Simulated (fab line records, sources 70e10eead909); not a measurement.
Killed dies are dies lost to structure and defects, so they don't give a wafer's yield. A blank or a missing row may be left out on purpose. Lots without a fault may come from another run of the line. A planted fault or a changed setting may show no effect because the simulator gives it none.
Chamber matching | flow nand_harc | NHARC_A_CONTACT_DESCUM_74 on rie_diel-06: 4 sister chambers
The step chemistry O2, time 3 s. 39 wafers are shown with their chamber, then 12 later ones without.

WAFERS WITH THEIR CHAMBER
wafer  | chamber | showerhead_plenum_p_Torr (Torr) | drypump_motor_current_A (A) | oes_product_au (a.u.)
L075.1 | 0       | 1.94                            | 5.89                        | 1.003
L075.3 | 2       | 2.02                            | 5.54                        | 0.998
L075.4 | 2       | 2.02                            | 5.56                        | 1.002
L078.3 | 0       | 1.94                            | 5.90                        | 0.983
L078.4 | 1       | 1.88                            | 5.39                        | 0.999
L078.6 | 0       | 1.94                            | 5.88                        | 0.989
L081.1 | 3       | 1.81                            | 5.60                        | 0.989
L081.4 | 0       | 1.94                            | 5.90                        | 0.982
L081.6 | 2       | 2.02                            | 5.57                        | 0.999
L082.1 | 0       | 1.94                            | 5.88                        | 0.993
L082.2 | 2       | 2.02                            | 5.58                        | 1.002
L082.4 | 1       | 1.88                            | 5.37                        | 0.989
L083.2 | 1       | 1.88                            | 5.37                        | 0.984
L083.4 | 3       | 1.80                            | 5.61                        | 0.993
L083.5 | 0       | 1.94                            | 5.87                        | 0.996
L084.2 | 3       | 1.80                            | 5.61                        | 0.988
L084.3 | 1       | 1.88                            | 5.37                        | 0.991
L084.4 | 2       | 2.02                            | 5.57                        | 0.993
L086.1 | 3       | 1.80                            | 5.63                        | 0.987
L086.2 | 2       | 2.02                            | 5.54                        | 1.008
L086.4 | 1       | 1.88                            | 5.36                        | 0.978
L085.1 | 2       | 2.02                            | 5.55                        | 1.013
L085.5 | 0       | 1.94                            | 5.90                        | 0.992
L085.6 | 1       | 1.88                            | 5.37                        | 0.989
L088.1 | 3       | 1.80                            | 5.60                        | 0.999
L088.3 | 2       | 2.02                            | 5.56                        | 0.995
L088.4 | 0       | 1.94                            | 5.90                        | 0.992
L087.2 | 3       | 1.80                            | 5.63                        | 0.997
L087.4 | 1       | 1.87                            | 5.36                        | 0.987
L087.6 | 3       | 1.80                            | 5.62                        | 0.994
L089.3 | 0       | 1.93                            | 5.87                        | 0.999
L089.4 | 3       | 1.80                            | 5.60                        | 1.004
L089.5 | 0       | 1.93                            | 5.86                        | 0.989
L090.1 | 0       | 1.93                            | 5.87                        | 0.987
L090.4 | 2       | 2.01                            | 5.56                        | 0.995
L090.6 | 3       | 1.80                            | 5.65                        | 1.005
L094.2 | 2       | 2.01                            | 5.56                        | 1.023
L094.5 | 0       | 1.93                            | 5.86                        | 1.013
L094.6 | 3       | 1.80                            | 5.60                        | 1.002

SIGNATURES (means of the wafers above)
reading                  | chamber 0 | chamber 1 | chamber 2 | chamber 3 | scatter within a chamber
showerhead_plenum_p_Torr | 1.9367    | 1.8786    | 2.0180    | 1.8010    | 0.00415
drypump_motor_current_A  | 5.8817    | 5.3700    | 5.5590    | 5.6150    | 0.0146
oes_product_au           | 0.99317   | 0.98814   | 1.00280   | 0.99580   | 0.00807
Rule: a wafer's distance from a chamber is the root of the sum, over the readings, of the square of ((its reading less the chamber's mean) divided by the reading's scatter). The wafer belongs to the nearest chamber; if the next one is less than 2 further off, it can't be placed. The scatter: the root of (the sum of the squares of (reading less its chamber's mean) over the shown wafers, divided by (wafers less chambers)).

WAFERS WITHOUT THEIR CHAMBER
wafer  | showerhead_plenum_p_Torr (Torr) | drypump_motor_current_A (A) | oes_product_au (a.u.)
L092.1 | 1.80                            | 5.62                        | 1.003
L092.5 | 1.87                            | 5.37                        | 0.987
L092.6 | 2.01                            | 5.56                        | 1.014
L096.1 | 1.87                            | 5.37                        | 0.993
L096.3 | 2.01                            | 5.57                        | 1.018
L096.6 | 1.87                            | 5.37                        | 0.991
L095.2 | 1.80                            | 5.60                        | 0.996
L095.3 | 1.87                            | 5.36                        | 0.986
L095.6 | 1.80                            | 5.62                        | 1.003
L097.2 | 1.87                            | 5.37                        | 0.995
L097.5 | 2.01                            | 5.54                        | 1.019
L097.6 | 1.80                            | 5.62                        | 1.000

WHICH CHAMBER EACH WENT THROUGH
wafer  | from the rows above | in truth
L092.1 | 3                   | 3
L092.5 | 1                   | 1
L092.6 | 2                   | 2
L096.1 | 1                   | 1
L096.3 | 2                   | 2
L096.6 | 1                   | 1
L095.2 | 3                   | 3
L095.3 | 1                   | 1
L095.6 | 3                   | 3
L097.2 | 1                   | 1
L097.5 | 2                   | 2
L097.6 | 3                   | 3
Placed correctly: 12 of 12. Can't be placed from these rows: 0. Placed wrongly: 0.
